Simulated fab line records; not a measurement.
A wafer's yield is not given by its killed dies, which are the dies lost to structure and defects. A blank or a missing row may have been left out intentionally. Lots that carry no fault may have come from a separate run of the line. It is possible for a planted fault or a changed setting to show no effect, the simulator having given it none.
A struck lot beside a sound one + flow n5Finfet + 25 out of 1938 route steps
Sound: wafers L340.1, L340.4, L340.5. Struck: wafers L350.4, L350.5, L350.6. Last of all comes the cause.
Each step with rows lists, per side, the tool, then ch with its chambers, then its first start. Under that, the readings that differ: sound wafers + struck wafers + difference of the means + sigmas: that difference in standard deviations of wafers without a fault.
alike: same words and numbers on both sides, and readings whose means sit less than 2 such deviations apart. not compared: any withheld reading, any reading some wafer has no value for, any bound like >300 that may hide the same value, and any number with overlapping values for which the record gives no deviation.
The two part at a step that has a row with sigmas, a row that says differs or no value, or rows on one side only. Numbers that don't overlap but have no deviation are shown without sigmas and don't part them. Lack of a reading on every wafer of one side parts them only where that side has two or more wafers.

first, 10 steps without rows for these wafers: N5_DUMMY_GATE_UV_OZONE_45 (time 120 s); N5_SPACER0_ALD_07 (deposits SiNx, target thk 2 nm); N5_SPACER0_ALD_00 (deposits SiOCN, target thk 3.5 nm, pulse time 3 s, purge time 2 s); N5_SPACER0_ALD_08 (deposits SiNx, target thk 2 nm); N5_SD_EPI_N_COAT_32 (time 60 s, resist thk 350 nm); N5_SD_EPI_N_COAT_33 (time 60 s, resist thk 35 nm); N5_SD_EPI_N_COAT_03 (resist thk 150 nm); N5_SD_EPI_N_EBR_05; N5_SD_EPI_N_SOFTBAKE_04 (time 60 s); N5_SD_EPI_N_EXPOSE_06 (exposes mask SD N BLK, target cd 120 nm).
N5_SD_EPI_N_PEB_07: peb time 60 s.
  sound on lithoTrack-01 ch 0, day 3 19:13; struck on lithoTrack-01 ch 0, day 6 11:34
| reading        | sound                | struck               | difference | sigmas |
|----------------|----------------------|----------------------|------------|--------|
| plateTempC (C) | 110.17 110.05 110.04 | 108.98 109.05 109.26 | -0.99      | -8     |
then, 1 step without rows for these wafers: N5_SD_EPI_N_DEVELOP_08 (develop time 30 s).
N5_SD_EPI_N_CD_MEAS_09: target cd 120 nm.
  sound on cdSem-03 ch 0, day 3 19:17; struck on cdSem-02 ch 0, day 6 11:37
| reading   | sound             | struck            | difference | sigmas |
|-----------|-------------------|-------------------|------------|--------|
| cdNm (nm) | 120.6 120.0 120.7 | 118.5 119.3 118.3 | -1.7       | -2     |
N5_SD_EPI_N_DESCUM_14: chemistry O2, time 7.9 s.
  sound on rieDiel-05 ch 1,2,3, day 3 19:23; struck on rieDiel-02 ch 0,3, day 6 11:43
| reading                  | sound             | struck            | difference | sigmas |
|--------------------------|-------------------|-------------------|------------|--------|
| rfVppV (V)               | 241.9 242.8 241.7 | 246.1 244.7 244.8 | +3.1       | +2     |
| model.SD_EPI_N.cdNm (nm) | 120.6 120 121     | 118.4 119.2 118.2 | -1.9       |        |
  alike: drypumpMotorCurrentA, oesProductAu, showerheadPlenumPTorr, throttleValvePct
  not compared: rfHoursCounterH
then, 7 steps without rows for these wafers: N5_SD_EPI_N_ETCH_34 (etches SiARC in CF4, target depth 45.5 nm, time 75.8 s); N5_SD_EPI_N_ETCH_35 (etches SOC in N2/H2, overetch 108 nm, time 486 s); N5_SD_EPI_N_STRIP_36 (strips in N2/H2); N5_SD_EPI_N_ETCHBACK_44 (etches SiNx in CH3F/O2, stops on SiO2, target depth 14.5 nm); N5_SD_EPI_N_ETCH_45 (etches SiOCN in CH3F/O2, target depth 6 nm); N5_SD_EPI_N_ETCH_16 (etches SiO2 in CHF3/O2, target depth 5 nm); N5_SD_EPI_N_STRIP_47 (strips in CHF3/O2).
N5_SD_EPI_N_SD_RECESS_17: chemistry HBr/Cl2/O2, target depth 41 nm, time 23.7 s, bt time 3 s.
  sound on rieSi-02 ch 0,2, day 3 20:04; struck on rieSi-06 ch 1,2,3, day 6 12:24
  alike: drypumpMotorCurrentA, oesProductAu, throttleValvePct
  not compared: rfHoursCounterH, model.SD_EPI_N.cdNm
then, 1 step without rows for these wafers: N5_SD_EPI_N_STRIP_38 (strips in N2/H2).
-- the record jumps here: 7 days lie between the struck wafers' starts before and after (it left off in module SD_EPI_N and takes up again in module BEOL_M4, whose first step shown is number 1111 of the route) --
N5_BEOL_M4_RC_MEAS_101:
  sound on prober-02 ch 0, day 11 15:15; struck on prober-02 ch 0, day 13 18:30
| reading   | sound          | struck         | difference | sigmas |
|-----------|----------------|----------------|------------|--------|
| VT_P (mV) | -253 -252 -253 | -241 -245 -242 | +10        | +2     |
  alike: DIBL_N, DIBL_P, IOFF_N, IOFF_P, ION_N, ION_P, SS_N, SS_P, VT_N
N5_PASSIVATION_PROBE_49:
  the record has rows for the sound wafers here (prober-01, day 16 02:49) and none for the struck ones

## WHERE THEY PART
First at N5_SD_EPI_N_PEB_07; last, within this record, at N5_PASSIVATION_PROBE_49.

WHY: the cause the simulator had injected
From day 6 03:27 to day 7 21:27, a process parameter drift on lithoTrack-01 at N5_SD_EPI_N_PEB_07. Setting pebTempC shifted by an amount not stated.
